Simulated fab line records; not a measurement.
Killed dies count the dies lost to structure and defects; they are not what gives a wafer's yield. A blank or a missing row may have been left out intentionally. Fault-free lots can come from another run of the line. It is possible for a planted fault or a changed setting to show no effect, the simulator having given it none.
Which tool is to blame? / flow n5Finfet / 12 lots (36 wafers sampled), 1 step of a 1938-step route

WHAT THE GAUGES READ, wafer by wafer
N5_BEOL_M11_OCD_MEAS_38.
lot=L074; measured=day 11 15:06; on=ocd-01; trenchDepthNm (nm)=148 149 144
lot=L080; measured=day 12 10:26; on=ocd-01; trenchDepthNm (nm)=147 147 142
lot=L077; measured=day 12 15:01; on=ocd-02; trenchDepthNm (nm)=149 145 150
lot=L081; measured=day 13 15:29; on=ocd-02; trenchDepthNm (nm)=144 147 148
lot=L083; measured=day 14 08:28; on=ocd-02; trenchDepthNm (nm)=144 153 146
lot=L085; measured=day 15 03:22; on=ocd-01; trenchDepthNm (nm)=149 151 148
lot=L088; measured=day 15 11:21; on=ocd-02; trenchDepthNm (nm)=150 148 150
lot=L087; measured=day 15 20:59; on=ocd-01; trenchDepthNm (nm)=149 142 150
lot=L091; measured=day 16 09:48; on=ocd-02; trenchDepthNm (nm)=152 151 150
lot=L094; measured=day 16 19:55; on=ocd-01; trenchDepthNm (nm)=150 146 140
lot=L095; measured=day 16 20:27; on=ocd-02; trenchDepthNm (nm)=149 153 152
lot=L097; measured=day 18 17:50; on=ocd-01; trenchDepthNm (nm)=147 151 147

WHICH TOOL RAN EACH LOT (tool, then ch and the chambers of the sampled wafers, then the start)
There is no process step in the record ahead of these readings.

THE ANSWER, worked out from the rows above alone
Rule: usual is defined by the lots themselves. Put in order of their means at a reading, lots are off if they are a third of the lots or fewer, leave a main group of 4 or more, and stand apart from it by a gap of 3 or more times the standard deviation of the main group's means; of several such gaps the widest counts. The tables above print the reading to a certain number of digits; a main group whose means all agree to those digits is not used. Also off: a lot with no number at a reading for which 4 or more lots have one. Where the step has rows for the other lots, those lots are counted as sound.
Across all readings shown, no lot is off: no conclusion can be drawn from this.

WHAT THE SIMULATOR PUT IN
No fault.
